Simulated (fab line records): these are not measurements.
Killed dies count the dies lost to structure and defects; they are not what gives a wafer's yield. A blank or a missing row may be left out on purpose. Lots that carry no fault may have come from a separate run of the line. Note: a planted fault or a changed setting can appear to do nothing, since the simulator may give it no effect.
2 desks, one fault | flow n5 finfet | only its own numbers are on each desk; what lay behind them is given at the end

== AT THE TOOL OWNER'S DESK: pvd sputter-03 ==
The tool's own readings at N5_BEOL_M4_SPUTTER_90 (material Cu, target thk 4.5 nm, time 8.29 s): means of the sampled wafers that have a number, for each lot that ran on this tool. A lot is out of limits, marked OUT, if its mean lies more than 4 standard deviations from the usual mean; the brackets give that distance.
Columns: A = throttle valve pct at N5_BEOL_M4_SPUTTER_90, usual 30.5 %
lot  | first seen here | A
L993 | day 9 13:49     | 29.6
L998 | day 11 09:10    | 29.7
L999 | day 11 11:53    | 30.7
Finding of this desk: none of the 3 lots has anything out of limits.

== THE METROLOGY DESK ==
Means of the sampled wafers that have a number, per lot and without regard to the tool the lot ran on: this is what the gauges read. A lot is out of limits, marked OUT, if its mean lies more than 4 standard deviations from the usual mean; the brackets give that distance. Of its 12 readings 7 are shown: those that lie furthest out on some lot.
Columns: A = DIBL_N at N5_BEOL_M4_RC_MEAS_101, usual 36.3 mV/V; B = IOFF_N at N5_BEOL_M4_RC_MEAS_101, usual 0.16 nA/um; C = IOFF_P at N5_BEOL_M4_RC_MEAS_101, usual 0.21 nA/um; D = ION_N at N5_BEOL_M4_RC_MEAS_101, usual 675 uA/um; E = ION_P at N5_BEOL_M4_RC_MEAS_101, usual 462 uA/um; F = VT_N at N5_BEOL_M4_RC_MEAS_101, usual 249 mV; G = VT_P at N5_BEOL_M4_RC_MEAS_101, usual -250 mV
lot  | first seen here | A    | B    | C    | D   | E   | F   | G
L987 | day 8 07:20     | 35.4 | 0.13 | 0.20 | 664 | 458 | 254 | -251
L993 | day 9 15:32     | 34.6 | 0.14 | 0.20 | 658 | 457 | 251 | -251
L998 | day 11 10:56    | 37.8 | 0.18 | 0.22 | 674 | 461 | 250 | -249
L999 | day 11 13:38    | 37.8 | 0.20 | 0.30 | 683 | 475 | 246 | -242
L103 | day 12 06:14    | 36.2 | 0.19 | 0.22 | 675 | 459 | 246 | -250
L107 | day 13 10:08    | 38.9 | 0.21 | 0.22 | 691 | 462 | 247 | -251
Finding of this desk: none of the 6 lots has anything out of limits.

== PUT TOGETHER ==
The desk of the tool owner found nothing out of limits.
The metrology desk saw nothing out of limits.

== WHAT THE SIMULATOR HAD PUT IN ==
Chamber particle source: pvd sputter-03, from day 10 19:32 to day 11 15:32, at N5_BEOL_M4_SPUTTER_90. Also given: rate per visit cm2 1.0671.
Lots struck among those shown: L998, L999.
